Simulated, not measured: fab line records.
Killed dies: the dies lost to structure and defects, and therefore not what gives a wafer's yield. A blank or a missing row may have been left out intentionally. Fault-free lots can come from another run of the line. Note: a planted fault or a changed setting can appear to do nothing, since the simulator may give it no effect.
A lot that was struck, set against a sound lot | flow n5_finfet | 26 out of 1938 route steps
Sound: these wafers, L893.4, L893.5, L893.6. Struck: wafers L897.2, L897.3. (L897.1 of the same lot was not struck and is left out.) The cause comes at the end.
Per side, at each step with rows, come the tool, then ch with its chambers, and then its first start. Under that, the readings that differ: sound wafers | struck wafers | difference of the means | sigmas: that difference in standard deviations of wafers without a fault.
alike: readings whose means differ by less than 2 such deviations, and words and numbers that are the same on both sides. not compared: withheld readings, readings that some wafer has no value for, bounds like >300 that may hide the same value, and numbers for which the record gives no deviation and whose values overlap.
Wherever a step has rows on one side only, a row that says differs or no value, or a row with sigmas, the two part there. When numbers do not overlap yet have no deviation, they are printed without sigmas and do not part them. A reading missing from all wafers of one side parts the sides only when that side holds two or more wafers.

first, 3 steps without rows for these wafers: N5_STI_FIN_REVEAL_ALD_14 (deposits Si3N4, target thk 3 nm); N5_STI_FIN_REVEAL_FCVD_FILL_01 (material SiO2 flowable, target thk 312 nm, time 512.2 s); N5_STI_FIN_REVEAL_DENSIFY_02 (time 1800 s).
N5_STI_FIN_REVEAL_CMP_04: polishes, stops on Si3N4, t overpolish 4 s, target thk 131.83 nm.
  sound on cmp-03 ch 0,1,2, day 3 13:25; struck on cmp-02 ch 0,2, day 4 09:56
  alike: motor_current_A, overpolish_run_s, time_to_endpoint_s
N5_STI_FIN_REVEAL_THK_MEAS_05:
  sound: film_metro-02 at day 3 13:38; struck: film_metro-02 at day 4 10:13
  alike: thk_nm
then, 1 step without rows for these wafers: N5_STI_FIN_REVEAL_DENSIFY_30.
N5_STI_FIN_REVEAL_ETCHBACK_08: etches SiO2 in C4F6/O2, target depth 30.5 nm, time 10.167 s.
  sound on rie_diel-04 ch 0,1,2, day 3 13:56; struck on rie_diel-05 ch 2,3, day 4 10:32
  alike: drypump_motor_current_A, oes_product_au, rf_vpp_V, showerhead_plenum_p_Torr, throttle_valve_pct
  not compared: rf_hours_counter_h
N5_STI_FIN_REVEAL_STRIP_24: strips in N2/H2, time 90 s.
  sound on rie_diel-04 ch 0,1,2, day 3 13:58; struck on rie_diel-05 ch 2,3, day 4 10:34
  alike: drypump_motor_current_A, oes_product_au, rf_vpp_V, showerhead_plenum_p_Torr, throttle_valve_pct
  not compared: rf_hours_counter_h
then, 4 steps without rows for these wafers: N5_STI_FIN_REVEAL_PRECLEAN_25 (cleans in SPM, time 90 s); N5_STI_FIN_REVEAL_PRECLEAN_26 (cleans in SC1, time 45 s); N5_STI_FIN_REVEAL_PRECLEAN_29 (cleans in DHF, time 30 s); N5_STI_FIN_REVEAL_SRD_12 (time 30 s).
N5_STI_FIN_REVEAL_RECESS_09: chemistry HF/NH3, target SiO2, afs cycles 11, target depth 42.5 nm, sublimation time 60 s.
  sound on vapor_etch-02 ch 0,1, day 3 14:43; struck on vapor_etch-02 ch 1, day 4 10:47
  reading    | sound             | struck      | difference | sigmas
  temp_c (C) | 29.85 30.00 30.05 | 27.46 27.60 | -2.44      | -22
  alike: drypump_motor_current_A
then, 3 steps without rows for these wafers: N5_STI_FIN_REVEAL_STRIP_16 (strips SiNx in H3PO4, target depth 23.8 nm); N5_STI_FIN_REVEAL_PRECLEAN_17 (cleans in NF3:NH3, afs cycles 1, time 20 s, sublimation time 60 s); N5_STI_FIN_REVEAL_ETCH_34 (etches Si in H2, material Si, target depth 0.97 nm).
N5_STI_FIN_REVEAL_OXIDATION_31: chemistry O2 PLASMA REMOTE, time 20 s.
  sound on plasma_asher-02 ch 0,1, day 3 16:22; struck on plasma_asher-01 ch 0, day 4 12:56
  alike: drypump_motor_current_A, heater_power_w
  not compared: rf_hours_counter_h
then, 3 steps without rows for these wafers: N5_STI_FIN_REVEAL_PRECLEAN_32 (cleans in NF3:NH3, afs cycles 1, time 20 s, sublimation time 60 s); N5_STI_FIN_REVEAL_STRIP_35 (strips Si3N4 in H3PO4, target depth 4 nm, time 39 s); N5_STI_FIN_REVEAL_SRD_21 (time 30 s).
N5_STI_FIN_REVEAL_OXIDATION_33: chemistry O2 PLASMA REMOTE, time 20 s.
  sound on plasma_asher-02 ch 0,1, day 3 16:43; struck on plasma_asher-01 ch 0,1, day 4 13:17
  alike: drypump_motor_current_A, heater_power_w
  not compared: rf_hours_counter_h
then, 2 steps without rows for these wafers: N5_STI_FIN_REVEAL_CLEAN_19 (cleans in O3/DIW, time 120 s); N5_STI_FIN_REVEAL_SRD_23 (time 30 s).
N5_STI_FIN_REVEAL_CD_MEAS_22: target cd 6.238 nm, pitch 28 nm.
  sound: cd_sem-02 at day 3 16:52; struck: cd_sem-03 at day 4 13:27
  alike: cd_nm
N5_STI_FIN_REVEAL_FIN_H_MEAS_10:
  sound: ocd-02 at day 3 16:53; struck: ocd-02 at day 4 13:29
  reading              | sound          | struck    | difference | sigmas
  trench_depth_nm (nm) | 50.7 50.5 51.1 | 54.3 55.6 | +4.2       | +6
then, 1 step without rows for these wafers: N5_STI_FIN_REVEAL_PRECLEAN_18 (cleans in SC2, time 45 s).

WHERE THEY PART
Last at N5_STI_FIN_REVEAL_FIN_H_MEAS_10 as far as this record goes, first at N5_STI_FIN_REVEAL_RECESS_09.

WHY: the cause the simulator had injected
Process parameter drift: vapor_etch-02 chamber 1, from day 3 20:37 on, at N5_STI_FIN_REVEAL_RECESS_09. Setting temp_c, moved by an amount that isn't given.
